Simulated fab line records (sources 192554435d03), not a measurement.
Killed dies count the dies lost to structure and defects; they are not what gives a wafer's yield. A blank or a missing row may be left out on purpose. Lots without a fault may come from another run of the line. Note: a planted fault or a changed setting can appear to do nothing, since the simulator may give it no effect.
fab line records	flow n5-finfet
[record] lots = 9	wafers = 26	last-day = 18
route steps=1938 shown BEOL_M2@854 BEOL_M4@1111 PASSIVATION@1936
lots that met no fault: from a run of the same line without faults
start-h: start of the lot's first displayed wafer, in hours after the record's first day	wait-h: time in hours since the lot's previous step	" unchanged from the row above	L1.1+2: a row that stands for several wafers	- value missing, or start not given	* or withheld: withheld	< > ~ a bound
route shown NAME@n: NAME is a module with steps in the file, n the number in the route of the first one	usual: mean/standard deviation of fault-free wafers	same: alike in all rows	chamber/n: place in a boat	sites: readings site by site	_std_site: standard deviation of those values	_edge_site: inner sites' mean taken away from outer sites' mean	radius-mm: for every site, how far away it sits from the centre of the wafer	mask NAME#n: copy n	behind: the last tool/chamber to shape the wafer	hold: cause of the lot's hold/its duration in hours/its outcome	device: whichever transistor did not switch (one of n, p or np)	end of line: tests run on the same wafers once the route is complete	where a step has no rows: the recipe by itself	killed: at the first sort, the dies lost to defects and structure; wafer yield is something else	map: the dies of a wafer, with x for killed, . for not killed, _ for no die there
set.NAME: the run value of the setting; set.NAME@STEP: its run value at that earlier step	model.NAME: the simulator's own value behind a step, which no gauge read
steps of the route over a sample of lots; a table a step, a row a wafer
services: the hour from which a tool's chamber was out of use, counted from the record's first day as start-h (under 0 if before that day), plus the number of hours and why
[[steps]]
[step N5_BEOL_M2_CD_MEAS_11]
[recipe] target-cd-nm = 16.79	landing-energy-ev = 500	detector = se-inlens	polarity = opening
[usual] cd-nm = 16.86/0.25
[same] landing-energy-ev = 500
lot.wafer	tool	chamber	start-h	wait-h	cd-nm
L623.2	cd-sem-02	0	140.60	-	16.92
L623.3	"	0	"	"	16.86
L623.5	"	0	"	"	16.68
L631.3	cd-sem-02	0	190.86	-	17.17
L631.5	"	0	"	"	17.35
L633.2	cd-sem-02	0	198.04	-	16.98
L633.5	"	0	"	"	16.92
L633.6	"	0	"	"	16.73
L632.4	cd-sem-02	0	198.21	-	16.92
L632.5	"	0	"	"	16.89
L632.6	"	0	"	"	16.55
L634.2	cd-sem-01	0	206.56	-	17.02
L634.5	"	0	"	"	16.86
L634.6	"	0	"	"	16.99
L637.1	cd-sem-02	0	232.13	-	16.53
L637.5	"	0	"	"	16.08
L637.6	"	0	"	"	17.07
L640.1	cd-sem-01	0	236.83	-	17.07
L640.2	"	0	"	"	16.56
L640.3	"	0	"	"	17.11
L641.2	cd-sem-01	0	243.08	-	16.98
L641.3	"	0	"	"	16.80
L641.4	"	0	"	"	16.69
L644.1	cd-sem-02	0	267.21	-	16.99
L644.2	"	0	"	"	17.23
L644.4	"	0	"	"	17.28
[step N5_BEOL_M2_OVL_MEAS_12]
[recipe] points-per-wafer = 522
[usual] M2_OVL = -0.6/0.56
lot.wafer	tool	chamber	start-h	wait-h	M2_OVL[nm]
L623.2	overlay-02	0	140.64	0.0	-0.2
L623.3	"	0	"	"	-0.8
L623.5	"	0	"	"	-1.4
L631.3	overlay-01	0	190.90	0.0	-0.8
L631.5	"	0	"	"	-1.3
L633.2	overlay-02	0	198.07	0.0	-0.4
L633.5	"	0	"	"	-1.4
L633.6	"	0	"	"	-0.9
L632.4	overlay-02	0	198.25	0.0	-0.2
L632.5	"	0	"	"	-1.0
L632.6	"	0	"	"	-0.9
L634.2	overlay-01	0	206.60	0.0	0.3
L634.5	"	0	"	"	-0.3
L634.6	"	0	"	"	-0.5
L637.1	overlay-02	0	232.16	0.0	-0.8
L637.5	"	0	"	"	-1.2
L637.6	"	0	"	"	-0.9
L640.1	overlay-01	0	236.86	0.0	-0.4
L640.2	"	0	"	"	0.2
L640.3	"	0	"	"	0.0
L641.2	overlay-01	0	243.11	0.0	-0.5
L641.3	"	0	"	"	0.3
L641.4	"	0	"	"	0.0
L644.1	overlay-02	0	267.24	0.0	-1.3
L644.2	"	0	"	"	-0.3
L644.4	"	0	"	"	-1.3
[step N5_BEOL_M2_ETCH_74]
[recipe] chemistry = N2/H2	target = underlayer	target-depth-a = 65	mask-material = CAR-EUV	time-s = 5.2	ion-energy-ev = 200	pressure-mtorr = 30	source-w = 840	bias-w = 150	n2-flow-sccm = 200	h2-flow-sccm = 200	ends = cleared
[usual] chamber-pressure-mTorr = 30.00/0.042	drypump-motor-current-A = 5.8/0.39	etch-rf-on-time-s = 5.13/0.13	oes-product-au = 0.71/0.08	rf-vpp-V = 524/3.5	showerhead-plenum-p-Torr = 2.53/0.11	throttle-valve-pct = 17.98/0.24
lot.wafer	tool	chamber	start-h	wait-h	chamber-pressure-mTorr	drypump-motor-current-A	etch-rf-on-time-s	oes-product-au	rf-hours-counter-h	rf-vpp-V	showerhead-plenum-p-Torr	throttle-valve-pct
L623.2	rie-diel-04	3	140.76	0.0	30.02	6.4	5.25	0.60	220	523	2.52	18.38
L623.3	"	2	"	"	30.03	6.0	5.15	0.77	30	524	2.48	17.80
L623.5	"	0	"	"	29.97	6.1	5.01	0.79	-	529	2.71	18.11
L631.3	rie-diel-04	2	191.24	0.0	30.01	6.0	5.15	0.75	48	523	2.47	17.85
L631.5	"	2	"	"	30.00	6.0	5.13	0.75	-	526	2.48	17.84
L633.2	rie-diel-03	0	198.20	0.0	30.04	5.7	5.27	0.63	172	517	2.35	18.13
L633.5	"	1	"	"	29.99	5.8	5.08	0.86	-	524	2.60	17.51
L633.6	"	0	"	"	30.01	5.7	5.25	0.63	-	518	2.35	18.13
L632.4	rie-diel-05	3	198.36	0.0	30.02	4.9	5.28	0.74	50	527	2.70	17.93
L632.5	"	3	"	"	30.01	4.9	5.27	0.74	-	528	2.70	17.94
L632.6	"	0	"	"	30.06	5.4	5.09	0.59	-	522	2.50	18.18
L634.2	rie-diel-04	2	206.73	0.0	30.02	6.0	5.17	0.73	54	523	2.47	17.83
L634.5	"	0	"	"	29.91	6.1	5.07	0.74	-	529	2.70	18.16
L634.6	"	3	"	"	30.00	6.5	5.36	0.57	-	526	2.51	18.39
L637.1	rie-diel-03	1	232.35	0.0	29.99	5.8	5.11	0.78	14	526	2.60	17.58
L637.5	"	0	"	"	29.99	5.7	5.32	0.61	-	518	2.34	18.16
L637.6	"	3	"	"	30.01	5.5	5.09	0.83	-	527	2.60	17.50
L640.1	rie-diel-04	0	236.99	0.0	29.92	6.1	5.07	0.74	52	528	2.70	18.18
L640.2	"	2	"	"	30.06	6.0	5.07	0.73	65	524	2.47	17.88
L640.3	"	1	"	"	29.86	6.0	5.07	0.76	27	522	2.49	17.70
L641.2	rie-diel-04	1	243.24	0.0	30.02	6.0	5.02	0.77	29	524	2.49	17.68
L641.3	"	0	"	"	29.94	6.1	5.05	0.74	54	529	2.70	18.17
L641.4	"	0	"	"	29.95	6.1	5.04	0.73	-	526	2.70	18.19
L644.1	rie-diel-05	2	267.39	0.0	29.97	5.9	4.98	0.62	192	517	2.33	18.30
L644.2	"	3	"	"	29.97	4.9	5.32	0.71	78	528	2.69	17.96
L644.4	"	0	"	"	29.98	5.5	5.03	0.82	8	523	2.50	17.68
[step N5_BEOL_M2_STRIP_19]
[recipe] chemistry = O2	power-w = 400	temp-c = 40	pressure-mtorr = 30	rf-frequency-hz = 6e+07	bias-power-w = 0	overash-fraction = 0.2	o2-flow-sccm = 225
[usual] chamber-pressure-mTorr = 30.004/0.028	drypump-motor-current-A = 5.8/0.37	o2-flow-sccm = 225.0/0.64	oes-product-au = 0.81/0.097	rf-vpp-V = 3.7/0.44	showerhead-plenum-p-Torr = 2.09/0.1	temp-c = 40.00/0.12	throttle-valve-pct = 16.75/0.23
lot.wafer	tool	chamber	start-h	wait-h	chamber-pressure-mTorr	drypump-motor-current-A	o2-flow-sccm	oes-product-au	rf-hours-counter-h	rf-vpp-V	showerhead-plenum-p-Torr	temp-c	throttle-valve-pct
L623.2	rie-diel-03	3	141.10	0.1	29.985	5.5	224.3	0.68	225	2.8	2.18	40.10	16.90
L623.3	"	2	"	"	29.989	5.6	224.8	0.72	161	4.1	2.10	40.06	16.69
L623.5	"	0	"	"	29.991	5.8	225.4	0.75	-	3.3	1.92	39.87	16.79
L631.3	rie-diel-05	0	191.60	0.1	29.979	5.4	224.1	0.69	242	4.3	2.08	40.13	17.14
L631.5	"	1	"	"	30.012	5.5	225.7	0.87	-	3.6	2.15	40.12	16.89
L633.2	rie-diel-05	3	198.56	0.1	30.023	4.9	225.2	0.87	50	3.6	2.22	40.17	16.58
L633.5	"	3	"	"	29.960	4.9	224.8	0.86	-	3.9	2.22	39.90	16.57
L633.6	"	2	"	"	30.021	5.8	224.5	0.74	-	4.6	1.91	40.04	16.91
L632.4	rie-diel-03	0	198.69	0.1	29.971	5.7	225.1	0.74	172	3.6	1.91	39.83	16.83
L632.5	"	0	"	"	30.041	5.7	224.2	0.73	-	3.5	1.91	40.01	16.83
L632.6	"	1	"	"	29.976	5.8	224.6	0.99	-	3.3	2.15	40.10	16.28
L634.2	rie-diel-04	2	207.06	0.1	30.014	6.0	224.5	0.86	54	3.6	2.03	39.92	16.63
L634.5	"	0	"	"	30.040	6.1	224.7	0.87	-	4.1	2.21	39.96	16.80
L634.6	"	1	"	"	30.016	6.0	225.5	0.90	-	3.2	2.06	40.00	16.44
L637.1	rie-diel-03	2	232.73	0.1	30.022	5.6	224.6	0.69	194	3.9	2.09	40.18	16.76
L637.5	"	1	"	"	30.023	5.8	225.2	0.94	-	3.4	2.14	39.96	16.29
L637.6	"	0	"	"	29.944	5.7	224.9	0.73	-	3.7	1.91	40.02	16.86
L640.1	rie-diel-05	3	237.32	0.1	29.976	4.9	225.4	0.85	67	3.7	2.22	40.00	16.61
L640.2	"	2	"	"	30.010	5.8	225.7	0.73	180	3.9	1.91	40.03	16.95
L640.3	"	1	"	"	30.001	5.5	226.0	0.84	71	3.8	2.14	39.88	16.90
L641.2	rie-diel-03	1	243.56	0.1	29.998	5.8	225.9	0.92	19	3.5	2.14	40.09	16.33
L641.3	"	2	"	"	30.043	5.6	223.8	0.70	198	3.0	2.09	39.79	16.78
L641.4	"	0	"	"	29.995	5.7	224.9	0.72	190	3.8	1.91	39.95	16.88
L644.1	rie-diel-04	3	267.72	0.1	29.983	6.4	224.7	1.00	2	4.2	2.06	39.96	16.72
L644.2	"	0	"	"	29.969	6.2	225.4	0.83	64	3.0	2.20	40.00	16.83
L644.4	"	1	"	"	30.030	6.0	224.6	0.86	40	4.1	2.05	39.81	16.48
[step N5_BEOL_M2_INSPECT_30]
[recipe] mode = adi	inspect-instrument = brightfield
[usual] raw-defect-count = 430/91
lot.wafer	tool	chamber	start-h	wait-h	raw-defect-count
L623.2	defect-inspect-02	-	141.70	0.0	388
L623.3	"	-	"	"	381
L623.5	"	-	"	"	354
L631.3	defect-inspect-02	-	192.20	0.0	423
L631.5	"	-	"	"	449
L633.2	defect-inspect-01	-	199.16	0.0	466
L633.5	"	-	"	"	430
L633.6	"	-	"	"	465
L632.4	defect-inspect-02	-	199.22	0.0	496
L632.5	"	-	"	"	386
L632.6	"	-	"	"	359
L634.2	defect-inspect-01	-	207.67	0.0	273
L634.5	"	-	"	"	343
L634.6	"	-	"	"	282
L637.1	defect-inspect-01	-	233.33	0.1	446
L637.5	"	-	"	"	446
L637.6	"	-	"	"	515
L640.1	defect-inspect-02	-	237.92	0.1	420
L640.2	"	-	"	"	465
L640.3	"	-	"	"	1085
L641.2	defect-inspect-01	-	244.04	0.0	1240
L641.3	"	-	"	"	440
L641.4	"	-	"	"	400
L644.1	defect-inspect-01	-	268.32	0.1	505
L644.2	"	-	"	"	469
L644.4	"	-	"	"	442
[step N5_BEOL_M4_RC_MEAS_101]
[usual] DIBL_N = 35.3/1.8	DIBL_P = 35.2/2.2	IOFF_N = 0.144/0.029	IOFF_P = 0.19/0.031	ION_N = 670/12	ION_P = 460/7.6	SS_N = 71.2/0.62	SS_P = 73.0/0.69	VT_N = 251/3.4	VT_P = -251.4/2.6
lot.wafer	tool	chamber	start-h	wait-h	DIBL_N[mV/V]	DIBL_P[mV/V]	IOFF_N[nA/um]	IOFF_P[nA/um]	ION_N[uA/um]	ION_P[uA/um]	SS_N[mV/dec]	SS_P[mV/dec]	VT_N[mV]	VT_P[mV]
L623.2	prober-02	0	192.42	0.2	33.2	33.2	0.121	0.16	657	446	70.9	72.7	254	-255.4
L623.3	"	0	"	"	33.8	34.6	0.138	0.19	688	471	70.9	72.6	250	-251.3
L623.5	"	0	"	"	34.2	34.7	0.134	0.19	659	456	70.6	73.1	251	-249.5
L631.3	prober-02	0	240.90	0.3	37.6	38.0	0.183	0.24	682	463	71.2	73.8	248	-247.8
L631.5	"	0	"	"	37.7	38.2	0.181	0.24	683	464	71.9	74.0	245	-249.2
L632.4	prober-01	0	245.55	0.5	34.7	33.6	0.141	0.17	678	466	70.9	72.3	249	-251.2
L632.5	"	0	"	"	34.1	32.5	0.115	0.15	661	458	70.4	71.8	253	-253.0
L632.6	"	0	"	"	33.8	33.2	0.123	0.15	680	466	70.3	72.3	252	-252.5
L633.2	prober-02	0	245.73	0.2	36.4	34.6	0.139	0.20	660	456	70.8	72.9	252	-251.3
L633.5	"	0	"	"	37.2	36.3	0.151	0.22	668	464	71.5	73.7	251	-249.3
L633.6	"	0	"	"	35.8	34.6	0.131	0.19	674	464	71.6	72.4	252	-250.5
L634.2	prober-02	0	265.96	0.2	34.2	32.6	0.123	0.18	656	451	71.4	72.7	254	-250.7
L634.5	"	0	"	"	34.5	33.0	0.135	0.18	654	447	71.1	73.1	252	-251.3
L634.6	"	0	"	"	33.9	33.0	0.123	0.18	656	451	71.0	72.3	255	-251.9
L637.1	prober-02	0	280.20	0.0	36.3	37.2	0.165	0.22	667	458	71.3	73.8	249	-248.6
L637.5	"	0	"	"	37.0	37.8	0.197	0.23	681	462	71.4	73.9	245	-246.4
L637.6	"	0	"	"	35.9	36.7	0.163	0.21	681	460	71.2	74.2	250	-248.7
L640.1	prober-01	0	306.10	0.0	36.0	34.9	0.143	0.19	659	456	71.5	72.6	254	-249.3
L640.2	"	0	"	"	35.0	34.2	0.130	0.18	673	465	70.1	72.3	251	-252.6
L640.3	"	0	"	"	32.7	31.9	0.108	0.16	665	468	70.4	72.3	252	-250.9
L641.2	prober-01	0	315.85	0.5	35.2	35.2	0.151	0.20	655	453	72.2	73.2	251	-252.5
L641.3	"	0	"	"	36.2	36.5	0.167	0.22	669	463	72.6	73.1	248	-248.8
L641.4	"	0	"	"	37.1	38.4	0.194	0.26	677	463	71.3	73.8	246	-247.0
L644.1	prober-01	0	324.31	0.0	35.8	35.3	0.138	0.20	668	456	71.2	73.1	250	-249.3
L644.2	"	0	"	"	37.0	37.5	0.159	0.23	661	460	71.6	72.8	250	-248.0
L644.4	"	0	"	"	33.9	33.2	0.114	0.16	651	450	70.2	72.4	254	-253.4
[step N5_PASSIVATION_PROBE_49]
[usual] defect-limited-yield = 91.0/1.4	killed_at_M0_to_M3 = 36/10	killed_at_M4_up = 15/5	killed-at-contacts = 12/6.1	killed-at-front-end = 40/13	killed-at-other = 3.8/2.9	killed-dies = 106/16	killed-on-rim = 14/4.1	killed-open = 68/12	killed-short = 35/8.2	sort_bin_5_function = 5.2/0.9	sort_bin_6_memory = 3.4/0.71	sort-n-pass = 1073/17	sort-yield-pct = 91.0/1.5
[same] gross-dies = 1180	killed-at-back-side = 0	sort_bin_4_leakage[%] = 0	sort_bin_8_speed[%] = 0
lot.wafer	tool	chamber	start-h	wait-h	defect-limited-yield[%]	killed_at_M0_to_M3	killed_at_M4_up	killed-at-contacts	killed-at-front-end	killed-at-other	killed-dies	killed-on-rim	killed-open	killed-short	sort_bin_5_function[%]	sort_bin_6_memory[%]	sort-n-pass	sort-yield-pct[%]
L632.4	prober-02	-	364.57	0.2	93.1	34	7	14	25	1	81	14	53	27	4.7	1.9	1099	93.1
L632.5	prober-02	-	364.62	0.2	92.3	30	22	13	22	4	91	13	62	27	4.7	2.7	1089	92.3
L632.6	prober-02	-	364.67	0.3	90.9	44	15	18	28	2	107	19	69	38	4.7	3.7	1073	90.9
L631.3	prober-01	-	377.29	0.5	91.5	26	19	18	35	2	100	11	68	30	4.3	3.7	1080	91.5
L631.5	prober-01	-	377.39	0.6	91.4	31	14	14	43	0	102	12	70	23	4.1	3.4	1078	91.4
L634.2	prober-02	-	391.68	0.1	90.6	50	24	7	27	3	111	10	74	34	5.4	3.8	1069	90.6
L634.5	prober-02	-	391.83	0.2	90.6	67	13	2	27	2	111	19	69	39	5.5	3.7	1069	90.6
L634.6	prober-02	-	391.88	0.3	90.8	38	17	13	36	5	109	13	75	27	4.5	4.2	1071	90.8
L637.1	prober-02	-	395.74	0.0	92.3	37	18	11	25	0	91	13	67	20	4.7	2.5	1089	92.3
L637.5	prober-02	-	395.94	0.2	92.2	53	12	3	23	1	92	11	67	20	5.0	2.5	1088	92.2
L637.6	prober-02	-	395.99	0.3	89.8	44	23	19	25	9	120	15	91	29	6.4	3.5	1060	89.8
L640.1	prober-01	-	412.87	0.0	89.8	47	4	14	53	2	120	12	81	39	6.2	3.9	1060	89.8
L640.2	prober-01	-	412.92	0.1	92.0	27	11	11	38	7	94	16	53	33	4.6	2.7	1086	92.0
L640.3	prober-01	-	412.97	0.1	80.6	142	13	6	59	9	229	38	97	53	12.4	4.4	951	80.6
L641.2	prober-02	-	429.02	0.1	82.0	127	9	12	62	2	212	36	77	42	9.8	4.8	968	82.0
L641.3	prober-02	-	429.07	0.1	91.0	35	19	4	45	3	106	17	60	43	5.2	3.6	1074	91.0
L641.4	prober-02	-	429.12	0.2	90.3	33	15	18	36	13	115	15	79	32	5.5	3.6	1065	90.3
// killed by level:class
L632.4 MOL_CONTACT_COAG:geometric-particle:open=10 BEOL_M2:geometric-particle:open=9 BEOL_M0_SAQP:geometric-particle:open=7 FIN_SAQP:geometric-particle:short=6 BEOL_M0_SAQP:geometric-particle:short=6 BEOL_M1:geometric-particle:open=5 FIN_SAQP:geometric-particle:open=4 MOL_CONTACT_COAG:geometric-particle:short=4
L632.5 MOL_CONTACT_COAG:geometric-particle:open=9 STI_FIN_REVEAL:geometric-particle:open=7 BEOL_M0_SAQP:geometric-particle:short=7 BEOL_M1:geometric-particle:open=7 BEOL_M4:geometric-particle:open=7 BEOL_M0_SAQP:geometric-particle:open=5 BEOL_M2:geometric-particle:open=5 MOL_CONTACT_COAG:geometric-particle:short=4
L632.6 MOL_CONTACT_COAG:geometric-particle:open=15 BEOL_M1:geometric-particle:open=9 BEOL_M2:geometric-particle:open=9 BEOL_M4:geometric-particle:open=9 STI_FIN_REVEAL:geometric-particle:open=8 FIN_SAQP:geometric-particle:short=7 BEOL_M3:geometric-particle:short=6 BEOL_M0_SAQP:geometric-particle:open=5
L631.3 FIN_SAQP:geometric-particle:open=13 MOL_CONTACT_COAG:geometric-particle:open=13 BEOL_M4:geometric-particle:open=7 BEOL_M1:geometric-particle:open=7 BEOL_M0_SAQP:geometric-particle:short=5 MOL_CONTACT_COAG:geometric-particle:short=5 BEOL_M0_SAQP:geometric-particle:open=4 BEOL_M2:geometric-particle:open=4
L631.5 MOL_CONTACT_COAG:geometric-particle:open=11 BEOL_M4:geometric-particle:open=10 BEOL_M2:geometric-particle:open=10 HKMG_FIN:area-etch=8 FIN_SAQP:geometric-particle:open=7 BEOL_M3:geometric-particle:open=6 STI_FIN_REVEAL:geometric-particle:open=5 SPACER0:geometric-particle:short=4
L634.2 BEOL_M1:geometric-particle:open=13 BEOL_M0_SAQP:geometric-particle:open=10 BEOL_M0_SAQP:geometric-particle:short=9 BEOL_M4:geometric-particle:open=6 MOL_CONTACT_COAG:geometric-particle:open=6 BEOL_M2:geometric-particle:open=6 FIN_SAQP:geometric-particle:open=4 STI_FIN_REVEAL:geometric-particle:open=4
L634.5 BEOL_M0_SAQP:geometric-particle:open=15 BEOL_M0_SAQP:geometric-particle:short=14 BEOL_M1:geometric-particle:open=14 STI_FIN_REVEAL:geometric-particle:open=12 BEOL_M1:geometric-particle:short=7 BEOL_M3:geometric-particle:open=5 GATE_CUT:geometric-particle:open=4 BEOL_M2:geometric-particle:open=4
L634.6 STI_FIN_REVEAL:geometric-particle:open=14 BEOL_M0_SAQP:geometric-particle:open=12 MOL_CONTACT_COAG:geometric-particle:open=10 BEOL_M2:geometric-particle:open=8 BEOL_M0_SAQP:geometric-particle:short=6 BEOL_M4:geometric-particle:open=6 HKMG_FIN:area-etch=6 BEOL_M3:geometric-particle:open=5
L637.1 BEOL_M3:geometric-particle:open=12 MOL_CONTACT_COAG:geometric-particle:open=8 BEOL_M1:geometric-particle:open=8 BEOL_M4:geometric-particle:open=7 DUMMY_GATE:geometric-particle:open=5 BEOL_M0_SAQP:geometric-particle:short=5 BEOL_M2:geometric-particle:open=5 FIN_SAQP:geometric-particle:short=4
L637.5 BEOL_M2:geometric-particle:open=19 BEOL_M3:geometric-particle:open=17 BEOL_M1:geometric-particle:open=7 BEOL_M2:geometric-particle:short=5 ILD0:geometric-particle:open=3 MOL_CONTACT_COAG:geometric-particle:open=3 BEOL_M5:geometric-particle:open=3 BEOL_M10:geometric-particle:open=3
L637.6 MOL_CONTACT_COAG:geometric-particle:open=18 BEOL_M4:geometric-particle:open=16 BEOL_M2:geometric-particle:open=14 BEOL_M3:geometric-particle:open=9 BEOL_M1:geometric-particle:open=7 GATE_CUT:geometric-particle:short=5 BEOL_M0_SAQP:geometric-particle:open=5 ILD0:geometric-particle:short=4
L640.1 FIN_SAQP:geometric-particle:open=17 MOL_CONTACT_COAG:geometric-particle:open=13 BEOL_M0_SAQP:geometric-particle:short=13 BEOL_M3:geometric-particle:open=10 BEOL_M0_SAQP:geometric-particle:open=9 FIN_SAQP:geometric-particle:short=8 STI_FIN_REVEAL:geometric-particle:open=5 BEOL_M1:geometric-particle:open=5
L640.2 FIN_SAQP:geometric-particle:open=8 MOL_CONTACT_COAG:geometric-particle:open=8 BEOL_M0_SAQP:geometric-particle:short=7 BEOL_M2:geometric-particle:open=7 FIN_SAQP:geometric-particle:short=5 DUMMY_GATE:geometric-particle:open=5 BEOL_M0_SAQP:geometric-particle:open=5 STARTING-WAFER:geometric-particle:open=4
L640.3 BEOL_M2:unspecified=79 BEOL_M0_SAQP:geometric-particle:open=18 FIN_SAQP:geometric-particle:open=16 FIN_SAQP:geometric-particle:short=14 BEOL_M0_SAQP:geometric-particle:short=14 BEOL_M1:geometric-particle:open=13 GATE_CUT:geometric-particle:short=6 MOL_CONTACT_COAG:geometric-particle:open=6
L641.2 BEOL_M2:unspecified=85 STI_FIN_REVEAL:geometric-particle:open=22 BEOL_M0_SAQP:geometric-particle:short=11 BEOL_M2:geometric-particle:open=10 BEOL_M0_SAQP:geometric-particle:open=8 MOL_CONTACT_COAG:geometric-particle:short=7 HKMG_FIN:area-etch=6 FIN_SAQP:geometric-particle:short=5
L641.3 STI_FIN_REVEAL:geometric-particle:open=16 BEOL_M0_SAQP:geometric-particle:short=13 FIN_SAQP:geometric-particle:short=12 BEOL_M0_SAQP:geometric-particle:open=9 FIN_SAQP:geometric-particle:open=6 MOL_CONTACT_COAG:geometric-particle:open=4 BEOL_M2:geometric-particle:open=4 BEOL_M4:geometric-particle:open=3
L641.4 STI_FIN_REVEAL:geometric-particle:open=14 BEOL_M2:geometric-particle:open=14 MOL_CONTACT_COAG:geometric-particle:open=12 BEOL_M4:geometric-particle:open=11 BEOL_M0_SAQP:geometric-particle:open=7 GATE_CUT:geometric-particle:short=7 MOL_CONTACT_COAG:geometric-particle:short=6 BEOL_M0_SAQP:geometric-particle:short=5
[[services]]
tool	chamber	start-h	hours	kind
rie-diel-05	1	122.72	2.8	repair
rie-diel-04	0	124.38	7.7	repair
rie-diel-03	0	133.02	5.2	repair
rie-diel-04	1	150.11	-	clean
rie-diel-04	1	150.11	-	consumable-replace:focus-ring
rie-diel-04	1	150.11	11.2	scheduled-down
rie-diel-04	1	150.11	11.2	vent-cycle
rie-diel-04	3	151.07	9.0	repair
rie-diel-03	1	170.66	-	clean
rie-diel-03	1	170.66	-	consumable-replace:focus-ring
rie-diel-03	1	170.66	24.9	scheduled-down
rie-diel-03	1	170.66	24.9	vent-cycle
rie-diel-03	2	172.34	8.9	repair
rie-diel-03	3	201.91	-	clean
rie-diel-03	3	201.91	-	consumable-replace:focus-ring
rie-diel-03	3	201.91	19.4	scheduled-down
rie-diel-03	3	201.91	19.4	vent-cycle
rie-diel-05	0	213.65	-	clean
rie-diel-05	0	213.65	-	consumable-replace:focus-ring
rie-diel-05	0	213.65	29.7	scheduled-down
rie-diel-04	3	232.80	-	clean
rie-diel-04	3	232.80	-	consumable-replace:focus-ring
rie-diel-04	3	232.80	26.5	scheduled-down
rie-diel-04	3	232.80	26.5	vent-cycle
[[key]]
[first-sign] step = N5_BEOL_M2_INSPECT_30	reading = raw-defect-count	direction = up	sigmas = 8	usual = 430	struck = 1162
[effect] step = N5_PASSIVATION_PROBE_49	reading = killed_at_M0_to_M3	direction = up	sigmas = 9.5	usual = 36	struck = 134
[more-kills-born-at] N5_BEOL_M2_ETCH_74@rie-diel-04 = 164
met-at N5_BEOL_M2_ETCH_74
struck-lots L640,L641
struck-wafers L640.3,L641.2
not-acting-at N5_BEOL_M2_CD_MEAS_11,N5_BEOL_M2_OVL_MEAS_12,N5_BEOL_M2_STRIP_19
[fault] kind = chamber-particle-source	tool = rie-diel-04	chamber = 1	onset-h = 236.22	steps = N5_BEOL_M2_ETCH_74	rate-per-visit-cm2 = 1.0555	end-h = 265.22
